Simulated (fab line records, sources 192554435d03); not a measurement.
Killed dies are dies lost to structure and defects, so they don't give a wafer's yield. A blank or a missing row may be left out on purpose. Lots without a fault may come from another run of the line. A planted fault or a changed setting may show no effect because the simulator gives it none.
fab line records | flow n5_finfet
record lots=4 wafers=12 last_day=17
route steps=1938 shown BEOL_M8@1348
lots that met no fault: from a run of the same line without faults
start_h: hours from the record's first day to the start of the lot's first wafer shown | wait_h: hours since the lot's step before | " the same as in the row above | L1.1+2: a row that stands for several wafers | - no value, or no start given | * or withheld: withheld | < > ~ a bound
route shown NAME@n: a module of which the file shows steps, and the number in the route of the first | usual: mean/standard deviation of fault-free wafers | same: alike in all rows | chamber/n: place in a boat | sites: the reading at each site | _std_site: their standard deviation | _edge_site: outer sites' mean less inner sites' | radius_mm: how far each site lies from the wafer's centre | mask NAME#n: copy n | behind: the tool/chamber that last shaped the wafer | hold: why the lot was held/for how many hours/how that ended | device: the transistor (n, p or np) that didn't switch | end of line: the same wafers' tests at the end of the route | a step without rows: its recipe alone | killed: dies lost to structure and defects at the first sort, not the wafer's yield | map: a wafer's dies, x killed, . not, _ none there
set.NAME: the setting as run; set.NAME@STEP: as run at that earlier step | model.NAME: the simulator's own value behind a step, which no gauge read
lots at some steps of the route; a table a step, a row a wafer
services: from which hour (start_h, from the record's first day; less than 0 if before it) a tool's chamber was out of use, for how many hours, and why
## steps
# step N5_BEOL_M8_DESCUM_16
# recipe chemistry=O2 time_s=7.9 source_power_w=50 bias_power_w=20 pressure_mtorr=20 rf_frequency_hz=2.712e+07 temp_c=40 resist=CAR-ArF o2_flow_sccm=225
# step N5_BEOL_M8_ETCH_61
# recipe chemistry=CF4 target=SiARC target_depth_a=455 mask_material=CAR-ArF time_s=75.8 ion_energy_ev=80 pressure_mtorr=40 source_w=545 bias_w=36 Ar_flow_sccm=100 cf4_flow_sccm=100 ends=cleared
# step N5_BEOL_M8_ETCH_62
# recipe chemistry=N2/H2 target=SOC target_depth_a=1100 overetch_a=220 mask_material=SiARC temp_c=40 time_s=165 ion_energy_ev=200 pressure_mtorr=30 source_w=840 bias_w=150 n2_flow_sccm=200 h2_flow_sccm=200
# step N5_BEOL_M8_STRIP_68
# recipe chemistry=N2/H2 temp_c=40 n2_flow_sccm=200 h2_flow_sccm=200 rf_frequency_hz=6e+07
# step N5_BEOL_M8_STRIP_67
# recipe chemistry=CF4 resist=SiARC power_w=300 bias_power_w=75 pressure_mtorr=50 cf4_flow_sccm=150 rf_frequency_hz=6e+07
# step N5_BEOL_M8_HM_OPEN_17
# recipe chemistry=Cl2/BCl3 target_depth_a=200 overetch_a=60 target=TiN mask_material=SOC ion_energy_ev=150 pressure_mtorr=10 icp_w=1000 bias_w=126 Cl2_flow_sccm=53.25 bcl3_flow_sccm=21.75 Ar_flow_sccm=25
# step N5_BEOL_M8_STRIP_19
# recipe chemistry=O2 power_w=400 temp_c=40 pressure_mtorr=30 rf_frequency_hz=6e+07 bias_power_w=0 overash_fraction=0.2 o2_flow_sccm=225
# step N5_BEOL_M8_COAT_63
# recipe resist=SOC temp_c=250 time_s=60 spin_rpm=1500 resist_thk_nm=60
# step N5_BEOL_M8_COAT_64
# recipe resist=SiARC temp_c=220 time_s=60 spin_rpm=1500 resist_thk_nm=12
# usual chill_plate_temp_C=23.00/0.11 spin_speed_rpm=1500.0/0.98
# columns lot.wafer tool chamber start_h wait_h chill_plate_temp_C spin_speed_rpm
L991.2 litho_track-01 0 231.49 - 22.95 1499.7
L991.3 " 0 " " 22.84 1499.9
L991.4 " 0 " " 22.85 1500.4
L998.1 litho_track-01 0 284.52 - 23.01 1457.1
L998.2 " 0 " " 23.19 1455.3
L998.5 " 0 " " 23.14 1456.8
L100.1 litho_track-01 0 292.88 - 23.12 1455.2
L100.2 " 0 " " 22.98 1457.4
L100.3 " 0 " " 23.12 1456.4
L108.2 litho_track-05 0 352.36 - 23.06 1501.3
L108.4 " 0 " " 22.99 1500.6
L108.6 " 0 " " 23.07 1500.7
# step N5_BEOL_M8_COAT_71
# recipe resist=underlayer temp_c=205 time_s=60 spin_rpm=1500 resist_thk_nm=5
# step N5_BEOL_M8_COAT_22
# recipe resist=CAR-EUV spin_rpm=1500 resist_thk_nm=30
# step N5_BEOL_M8_EBR_24
# recipe solvent=PGMEA ebr_width_mm=1.5
# step N5_BEOL_M8_SOFTBAKE_23
# recipe temp_c=110 time_s=60 resist=CAR-EUV
# step N5_BEOL_M8_EXPOSE_25
# recipe mask_id=V7 na=0.33 source_shape=annular sigma_inner=0.4 sigma_outer=0.8 polarization=unpolarized target_cd_nm=40 dose_mj=42.5
# step N5_BEOL_M8_PEB_26
# recipe peb_temp_c=100 peb_time_s=60 resist=CAR-EUV
# step N5_BEOL_M8_DEVELOP_27
# recipe develop_time_s=30 developer=TMAH resist=CAR-EUV rinse_liquid=surfactant_rinse dry=air_spin dev_temp_c=23
# step N5_BEOL_M8_DESCUM_33
# recipe chemistry=O2 time_s=7 source_power_w=50 bias_power_w=20 pressure_mtorr=20 rf_frequency_hz=2.712e+07 temp_c=40 resist=CAR-EUV o2_flow_sccm=225
# step N5_BEOL_M8_ETCH_72
# recipe chemistry=N2/H2 target=underlayer target_depth_a=65 mask_material=CAR-EUV time_s=5.2 ion_energy_ev=200 pressure_mtorr=30 source_w=840 bias_w=150 n2_flow_sccm=200 h2_flow_sccm=200 ends=cleared
# step N5_BEOL_M8_ETCH_65
# recipe chemistry=CF4 target=SiARC target_depth_a=156 mask_material=CAR-EUV time_s=26 ion_energy_ev=80 pressure_mtorr=40 source_w=545 bias_w=36 Ar_flow_sccm=100 cf4_flow_sccm=100 ends=cleared
# usual bias_w=36.00/0.1 drypump_motor_current_A=5.6/0.54 etch_rf_on_time_s=25.8/0.45 oes_product_au=0.70/0.049 rf_vpp_V=184.5/1.3 showerhead_plenum_p_Torr=2.16/0.079 throttle_valve_pct=15.56/0.14
# columns lot.wafer tool chamber start_h wait_h bias_w drypump_motor_current_A etch_rf_on_time_s oes_product_au rf_hours_counter_h rf_vpp_V showerhead_plenum_p_Torr throttle_valve_pct model.etch.depth_nm
L991.2 rie_diel-02 0 232.05 0.0 35.95 5.8 25.5 0.72 63 184.5 2.18 15.34 12
L991.3 " 3 " " 36.18 4.7 25.9 0.68 93 183.6 2.07 15.74 11.97
L991.4 " 2 " " 36.06 5.8 25.6 0.67 99 184.5 2.23 15.41 12.01
L998.1 rie_diel-06 3 284.96 0.0 35.93 5.1 26.1 0.70 86 184.6 2.23 15.53 12.2
L998.2 " 2 " " 35.87 5.4 26.0 0.71 71 186.5 2.24 15.64 12.2
L998.5 " 0 " " 36.05 5.3 26.4 0.72 - 185.8 2.25 15.52 12.21
L100.1 rie_diel-06 2 293.32 0.0 35.94 5.4 26.0 0.71 72 185.8 2.24 15.62 12.26
L100.2 " 1 " " 35.99 6.7 26.6 0.66 147 183.8 2.05 15.73 12.24
L100.3 " 0 " " 35.93 5.3 26.4 0.71 56 186.2 2.25 15.54 12.23
L108.2 rie_diel-06 1 353.34 0.0 36.13 6.7 26.6 0.63 168 183.1 2.04 15.77 12
L108.4 " 2 " " 36.02 5.4 25.6 0.70 94 185.5 2.24 15.68 11.98
L108.6 " 3 " " 35.98 5.1 25.7 0.68 - 184.9 2.23 15.59 11.95
# step N5_BEOL_M8_ETCH_66
# recipe chemistry=N2/H2 target=SOC target_depth_a=800 overetch_a=160 mask_material=SiARC temp_c=40 time_s=120 ion_energy_ev=200 pressure_mtorr=30 source_w=840 bias_w=150 n2_flow_sccm=200 h2_flow_sccm=200
## services
# columns tool chamber start_h hours kind
rie_diel-06 3 219.51 1.4 repair
rie_diel-02 1 259.35 18.6 repair
rie_diel-02 3 329.31 13.5 repair
litho_track-01 - 344.27 - consumable_replace:filter
## key
first_sign step=N5_BEOL_M8_COAT_64 reading=spin_speed_rpm direction=down sigmas=45 usual=* struck=*
effect none on later readings
model_effect step=N5_BEOL_M8_ETCH_65 value=etch.depth_nm without=12.05 struck=12.23
met_at N5_BEOL_M8_COAT_64
struck_wafers L998.1,L998.2,L998.5,L100.1,L100.2,L100.3
onset_between 231.49 284.52
fault kind=process_parameter_drift tool=litho_track-01 chamber=- onset_h=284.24 steps=N5_BEOL_M8_COAT_64 channel=spin_rpm offset=* shape=step end_h=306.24 acts_in=* stated=*
